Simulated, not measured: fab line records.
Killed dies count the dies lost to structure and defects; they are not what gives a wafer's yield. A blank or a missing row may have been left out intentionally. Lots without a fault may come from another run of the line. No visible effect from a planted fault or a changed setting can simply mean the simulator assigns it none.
Split-lot experiment    flow n5_finfet    7 lots, 39 wafers read, on a route of 1938 steps

== ON THE SPLIT ==
At N5_BEOL_M2_TRENCH_ETCH_37 (etches SiOC in C4F6/O2, target depth 55.555 nm, time 29.2 s), the setting target_depth_a was moved away from the recipe's 555.55 angstrom on 9 of the 39 wafers read, by -56.8% to +36.6%. The other wafers ran this setting at the recipe's value.

== FROM THE SPLIT TO THE READING: what the file shows between them, 8 steps ==
- N5_BEOL_M2_ETCH_41: etches SiCN in CH3F/O2, target depth 29.9 nm, time 52.5 s
- N5_BEOL_M2_STRIP_97: strips in N2/H2, time 10 s
- N5_BEOL_M2_OCD_MEAS_38
- N5_BEOL_M2_HM_STRIP_39: strips TiN in peroxide tin strip, target depth 25 nm, time 158 s
- N5_BEOL_M2_SRD_40: time 30 s
- N5_BEOL_M2_ECD_50: material Cu, target thk 300 nm
- N5_BEOL_M2_ANNEAL_51: time 90 s
- N5_BEOL_M2_CMP_52: polishes, stops on SiOC, t overpolish 6.8 s, target thk 40 nm

== THE READING ==
M2_THK, in nm, at N5_BEOL_M2_THK_MEAS_53 (measures by xrf). Fault-free wafers of this fab line usually give 38.9 nm, standard deviation 1.6 nm.

wafer   tool, chamber at the split  target_depth_a as run, angstrom  against the recipe  M2_THK, nm  against lot-mates on the recipe
L075.1  rie_diel-02, 0              555.55                           recipe              38.7        -
L075.2  rie_diel-02, 3              555.55                           recipe              39.1        -
L075.3  rie_diel-02, 2              555.55                           recipe              39.2        -
L075.4  rie_diel-02, 1              555.55                           recipe              37.5        -
L075.5  rie_diel-02, 3              555.55                           recipe              41.2        -
L075.6  rie_diel-02, 0              555.55                           recipe              38.1        -
L077.1  rie_diel-06, 0              555.55                           recipe              39.0        -
L077.2  rie_diel-06, 3              245.1                            -55.9%              7.6         -30.3
L077.3  rie_diel-06, 1              555.55                           recipe              37.9        -
L077.4  rie_diel-06, 2              245.1                            -55.9%              8.8         -29.1
L077.5  rie_diel-06, 3              245.1                            -55.9%              5.4         -32.5
L077.6  rie_diel-06, 2              555.55                           recipe              36.9        -
L079.1  rie_diel-05, 3              555.55                           recipe              41.7        -
L079.2  rie_diel-05, 2              555.55                           recipe              37.8        -
L079.3  rie_diel-05, 1              555.55                           recipe              38.3        -
L079.4  rie_diel-05, 0              555.55                           recipe              37.8        -
L079.5  rie_diel-05, 2              555.55                           recipe              38.2        -
L079.6  rie_diel-05, 1              555.55                           recipe              41.8        -
L080.1  rie_diel-06, 3              555.55                           recipe              38.1        -
L080.2  rie_diel-06, 2              555.55                           recipe              41.2        -
L080.3  rie_diel-06, 1              555.55                           recipe              39.7        -
L080.4  rie_diel-06, 0              758.7                            +36.6%              60.2        +20.5
L080.5  rie_diel-06, 0              758.7                            +36.6%              60.9        +21.2
L080.6  rie_diel-06, 3              758.7                            +36.6%              57.4        +17.7
L082.1  rie_diel-02, 0              555.55                           recipe              38.6        -
L082.2  rie_diel-02, 3              555.55                           recipe              40.3        -
L082.3  rie_diel-02, 2              555.55                           recipe              38.0        -
L082.4  rie_diel-02, 3              555.55                           recipe              40.4        -
L082.5  rie_diel-02, 2              555.55                           recipe              38.9        -
L082.6  rie_diel-02, 0              555.55                           recipe              37.6        -
L088.1  rie_diel-05, 1              240.2                            -56.8%              5.4         -33.9
L088.2  rie_diel-05, 3              240.2                            -56.8%              7.1         -32.2
L088.3  rie_diel-05, 2              555.55                           recipe              37.0        -
L088.4  rie_diel-05, 0              555.55                           recipe              39.8        -
L088.5  rie_diel-05, 1              555.55                           recipe              41.0        -
L088.6  rie_diel-05, 2              240.2                            -56.8%              6.6         -32.7
L094.1  rie_diel-02, 2              555.55                           recipe              37.2        -
L094.2  rie_diel-02, 3              555.55                           recipe              39.1        -
L094.5  rie_diel-02, 2              555.55                           recipe              40.5        -

THE FIT
A straight line over all 39 wafers: M2_THK changes by +0.569 nm for each +1% of target_depth_a; r = +0.99; the points scatter about the line by 1.4 nm.
The same after taking each lot's own level away (the mean of its wafers on the recipe; 39 wafers): +0.56 nm for each +1%; r = +0.99; scatter 1.4 nm.
On that fit, the largest move of target_depth_a shifts the reading by 32 nm.
The span of the lots' own levels, 37.93 to 39.67 nm, comes to 1.1 times the standard deviation stated above.
Hence the lot-to-lot level has little effect on the slope; both slopes agree.
Check: for one of the wafers moved furthest among these (-56.8%), held out of the fit, the line's prediction against its lot-mates is -31.5 nm. Against them it came out at -33.9 nm.

== THESE WAFERS: OTHER SPLITS ==
Before the reading, these wafers also passed through other splits. Each is held against what the fit with the lots' levels taken away leaves over:
other split on the same wafers  wafers away from the commonest value  r with M2_THK (lot level and that fit taken away)
N5_BEOL_M0_CUTY_ETCH_63 time_s  15                                    -0.08

== THE WHOLE CHAIN: every reading that the file lists as answering this split, in the file's order ==
step                       what it does                                                   reading                                                                           change (the file's fit)                 r (the file's)
N5_BEOL_M2_TRENCH_ETCH_37  etches SiOC in C4F6/O2, target depth 55.555 nm, time 29.2 s    etch.depth_nm (the simulator's own value, which no gauge read)                    +0.552 nm for each +1% of the setting   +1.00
N5_BEOL_M2_TRENCH_ETCH_37  etches SiOC in C4F6/O2, target depth 55.555 nm, time 29.2 s    BEOL_M2.feature_depth_nm (the simulator's own value, which no gauge read)         +0.55 nm for each +1% of the setting    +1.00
N5_BEOL_M2_TRENCH_ETCH_37  etches SiOC in C4F6/O2, target depth 55.555 nm, time 29.2 s    TiN_of_BEOL_M2_HM_DEP_02.thk_nm (the simulator's own value, which no gauge read)  -0.0227 nm for each +1% of the setting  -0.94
N5_BEOL_M2_OCD_MEAS_38                                                                    trench_depth_nm                                                                   +0.555 nm for each +1% of the setting   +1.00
N5_BEOL_M2_CMP_52          polishes, stops on SiOC, t overpolish 6.8 s, target thk 40 nm  Cu_of_BEOL_M2_ECD_50.thk_nm (the simulator's own value, which no gauge read)      +0.566 nm for each +1% of the setting   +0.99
N5_BEOL_M2_THK_MEAS_53     measures by xrf                                                M2_THK                                                                            +0.56 for each +1% of the setting       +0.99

== THE FILE'S OWN FIT ==
M2_THK changes by +0.56 nm for each +1% of target_depth_a, r = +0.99.
